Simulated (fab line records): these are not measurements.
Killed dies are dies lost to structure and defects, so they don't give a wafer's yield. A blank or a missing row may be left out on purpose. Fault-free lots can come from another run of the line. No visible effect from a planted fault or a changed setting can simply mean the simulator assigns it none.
Problem report in the 8D (eight disciplines) form, filled by code + flow n5 finfet + the parts of the form that need people (team, actions taken, sign-off) are left out

## 1. WHAT IS WRONG
Wafers without a fault read 1500.0 rpm, standard deviation 0.91; spin speed rpm at N5_BEOL_M9_COAT_63 reads a mean of 1592.8 rpm on 6 wafers belonging to 2 lots. So: +99 or more standard deviations from the usual mean.
The step: time 60 s, resist thk 60 nm.
Seen first at day 14 07:56 on litho track-02, wafer L467.1. The record has a number at this step for 12 wafers belonging to 4 lots. By rule, "out" or "out of limits" means more than 4 standard deviations away from the usual mean. The rest of the wafers with a number are treated as sound.

## 2. WHAT IT IS, AND WHAT IT ISN'T
| question                    | is                     | is not                                                             |
|-----------------------------|------------------------|--------------------------------------------------------------------|
| which readings at this step | spin speed rpm         | heater power total W                                               |
| which lots                  | L467, L471             | L458, L473                                                         |
| which wafers of those lots  | all that have a number | -                                                                  |
| read on which tools         | litho track-02         | litho track-01                                                     |
| when                        | from day 14 07:56      | up to then (3 sound wafers); but 3 sound wafers of L473 came after |

## 3. THE SUSPECTS, EACH WITH WHAT RULES IT OUT
Counting: a tool stays on the suspect list if, at a process step up to the reading, it processed all lots that are out and no sound lot following the first of them.
- litho track-02 at N5_BEOL_M9_COAT_63 (time 60 s, resist thk 60 nm): kept. Every lot that is out went through it, starting with L467 (day 14 07:56), and after that it ran no sound lot; the last sound lot it ran before then is L458 (day 11 15:29). Out on those wafers are its own readings of spin speed rpm.
After counting, what remains is litho track-02 at N5_BEOL_M9_COAT_63.

## 4. THE CAUSE (what the simulator had put in)
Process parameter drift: litho track-02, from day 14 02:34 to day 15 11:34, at N5_BEOL_M9_COAT_63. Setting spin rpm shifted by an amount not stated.
This tool alone remained once counting was done.

## 5. THE EFFECT CHAIN, in route order
Rows list readings where the struck wafers' mean (over those with a number) sits beyond 3 standard deviations from the usual. Only readings whose record carries a usual standard deviation are examined. hours: median over the lots of the time between each lot's start at the first step of this table that gives one and its start at this step. sigmas: the change, counted in usual standard deviations.
| hours | step               | reading        | usual      | on struck wafers | change | sigmas      |
|-------|--------------------|----------------|------------|------------------|--------|-------------|
| 0     | N5_BEOL_M9_COAT_63 | spin speed rpm | 1500.0 rpm | 1592.8           | +92.8  | +99 or more |
It contains these process steps:
- N5_BEOL_M9_COAT_63: time 60 s, resist thk 60 nm.

## 6. HOW IT WOULD HAVE BEEN CAUGHT EARLIER
In this record no reading fell out of limits until day 14 07:56, 5 hours after the fault had begun at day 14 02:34.
